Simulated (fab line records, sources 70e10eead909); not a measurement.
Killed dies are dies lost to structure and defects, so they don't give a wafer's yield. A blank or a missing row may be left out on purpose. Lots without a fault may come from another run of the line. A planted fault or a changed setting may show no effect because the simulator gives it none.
Chamber matching | flow nand_harc | NHARC_P_CONTACT_ALD_22 on ald_metal-02: 4 sister chambers
The step deposits TiN, target thk 3 nm, pulse time 1 s, ald cycles 150. 4 wafers are shown with their chamber, then 7 later ones without.

WAFERS WITH THEIR CHAMBER
wafer  | chamber | heater_power_w (W)
L278.2 | 2       | 1018
L278.4 | 3       | 1065
L278.5 | 1       | 1156
L279.5 | 0       | 982

WAFERS WITHOUT THEIR CHAMBER
wafer  | heater_power_w (W)
L279.6 | 1040
L281.2 | 1130
L281.4 | 1040
L281.5 | 961
L284.3 | 958
L284.5 | 968
L284.6 | 1055

WHICH CHAMBER EACH WENT THROUGH
wafer  | from the rows above          | in truth
L279.6 | can't be placed: 2 or 3 or 0 | 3
L281.2 | can't be placed: 1 or 3      | 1
L281.4 | can't be placed: 2 or 3 or 0 | 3
L281.5 | can't be placed: 0 or 2      | 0
L284.3 | can't be placed: 0 or 2      | 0
L284.5 | can't be placed: 0 or 2      | 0
L284.6 | can't be placed: 3 or 2      | 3
Placed correctly: 0 of 7. Can't be placed from these rows: 7 (the true chamber is among the candidates in 7). Placed wrongly: 0.
How it was worked out, from the rows above alone: a wafer's distance from a chamber is the root of the sum, over the readings, of the square of ((its reading less the chamber's mean) divided by the reading's scatter). The wafer belongs to the nearest chamber; if the next one is less than 2 further off, it can't be placed. A chamber's mean is the mean of its shown wafers. The scatter: with one shown wafer a chamber, the root of the mean of the squares of how far each hidden wafer lies from its nearest shown one.
